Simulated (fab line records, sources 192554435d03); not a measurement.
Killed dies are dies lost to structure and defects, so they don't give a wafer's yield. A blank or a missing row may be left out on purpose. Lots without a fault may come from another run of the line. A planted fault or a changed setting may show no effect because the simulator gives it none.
Chamber matching | flow n5_finfet | N5_DUMMY_GATE_ALD_02 on ald_sin-04: 4 sister chambers
The step deposits SiO2, target thk 2 nm, pulse time 1 s. 27 wafers are shown with their chamber, then 12 later ones without.

WAFERS WITH THEIR CHAMBER
wafer  | chamber | heater_power_w (W) | precursor_pulse_height_rel
L075.1 | 2       | 434                | 1.036
L075.2 | 1       | 487                | 1.036
L075.3 | 3       | 424                | 1.017
L075.4 | 0       | 483                | 1.041
L075.5 | 2       | 429                | 0.986
L075.6 | 3       | 435                | 0.984
L080.1 | 0       | 512                | 1.001
L080.2 | 1       | 501                | 0.992
L080.3 | 3       | 433                | 1.006
L080.4 | 2       | 433                | 0.999
L080.5 | 1       | 480                | 0.993
L080.6 | 0       | 505                | 1.016
L082.2 | 0       | 509                | 0.973
L082.4 | 1       | 484                | 1.014
L082.5 | 2       | 434                | 1.024
L085.2 | 3       | 423                | 1.012
L085.5 | 2       | 447                | 1.029
L085.6 | 3       | 438                | 0.990
L087.3 | 0       | 494                | 0.976
L087.5 | 1       | 487                | 0.995
L087.6 | 2       | 435                | 0.992
L089.1 | 3       | 436                | 0.980
L089.4 | 1       | 492                | 1.018
L089.6 | 3       | 424                | 1.024
L090.1 | 0       | 499                | 1.028
L090.4 | 2       | 432                | 1.021
L090.5 | 2       | 439                | 1.016

SIGNATURES (means of the wafers above)
reading                    | chamber 0 | chamber 1 | chamber 2 | chamber 3 | scatter within a chamber
heater_power_w             | 500.33    | 488.50    | 435.38    | 430.43    | 7.53
precursor_pulse_height_rel | 1.00583   | 1.00800   | 1.01287   | 1.00186   | 0.0203
Rule: a wafer's distance from a chamber is the root of the sum, over the readings, of the square of ((its reading less the chamber's mean) divided by the reading's scatter). The wafer belongs to the nearest chamber; if the next one is less than 2 further off, it can't be placed. The scatter: the root of (the sum of the squares of (reading less its chamber's mean) over the shown wafers, divided by (wafers less chambers)).

WAFERS WITHOUT THEIR CHAMBER
wafer  | heater_power_w (W) | precursor_pulse_height_rel
L091.1 | 504                | 0.998
L091.4 | 443                | 0.949
L091.5 | 439                | 1.003
L092.1 | 516                | 0.987
L092.4 | 488                | 0.977
L092.5 | 488                | 1.004
L093.1 | 442                | 1.031
L093.4 | 509                | 0.973
L093.6 | 437                | 0.952
L096.1 | 506                | 1.010
L096.3 | 488                | 1.008
L096.5 | 503                | 0.970

WHICH CHAMBER EACH WENT THROUGH
wafer  | from the rows above     | in truth
L091.1 | can't be placed: 0 or 1 | 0
L091.4 | can't be placed: 3 or 2 | 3
L091.5 | can't be placed: 2 or 3 | 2
L092.1 | can't be placed: 0 or 1 | 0
L092.4 | can't be placed: 1 or 0 | 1
L092.5 | can't be placed: 1 or 0 | 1
L093.1 | can't be placed: 2 or 3 | 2
L093.4 | can't be placed: 0 or 1 | 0
L093.6 | can't be placed: 3 or 2 | 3
L096.1 | can't be placed: 0 or 1 | 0
L096.3 | can't be placed: 1 or 0 | 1
L096.5 | can't be placed: 0 or 1 | 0
Placed correctly: 0 of 12. Can't be placed from these rows: 12 (the true chamber is among the candidates in 12). Placed wrongly: 0.
